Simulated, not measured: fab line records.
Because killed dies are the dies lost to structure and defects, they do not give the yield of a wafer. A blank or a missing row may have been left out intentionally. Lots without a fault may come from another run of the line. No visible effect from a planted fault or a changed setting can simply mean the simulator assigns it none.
Chamber matching    flow nandHarc    NHARC_P_STI_ETCH_15 on rieSi-01 has 4 sister chambers
The step etches the open film in HBr/Cl2, target depth 300 nm, time 100.1 s. 4 wafers are shown with their chamber, then 10 later ones without.

WAFERS PAIRED WITH THEIR CHAMBERS
wafer   chamber  drypumpMotorCurrentA (A)
L090.4  2        6.5
L090.5  3        5.2
L090.2  0        6.2
L090.3  1        5.8

WAFERS WITHOUT THEIR CHAMBER
wafer   drypumpMotorCurrentA (A)
L090.6  6.5
L093.1  5.2
L093.2  6.5
L093.3  5.8
L096.1  6.5
L096.3  5.9
L096.6  5.8
L096.2  6.2
L096.4  6.5
L096.5  6.2

THE CHAMBER EACH PASSED THROUGH
wafer   from the rows above  in truth
L090.6  2                    2
L093.1  3                    3
L093.2  2                    2
L093.3  1                    1
L096.1  2                    2
L096.3  1                    1
L096.6  1                    1
L096.2  0                    0
L096.4  2                    2
L096.5  0                    0
Placed correctly: 10 of 10. Number that these rows cannot place: 0. Placed wrongly: 0.
How it was worked out, from the rows above alone: a wafer's distance from a chamber is the root of the sum, over the readings, of the square of ((its reading less the chamber's mean) divided by the reading's scatter). If the next closest chamber is less than 2 further off than the closest, the wafer can't be placed; otherwise it belongs to the closest. The mean given for a chamber averages the wafers shown for that chamber. The scatter: with one shown wafer a chamber, the root of the mean of the squares of how far each hidden wafer lies from its nearest shown one.
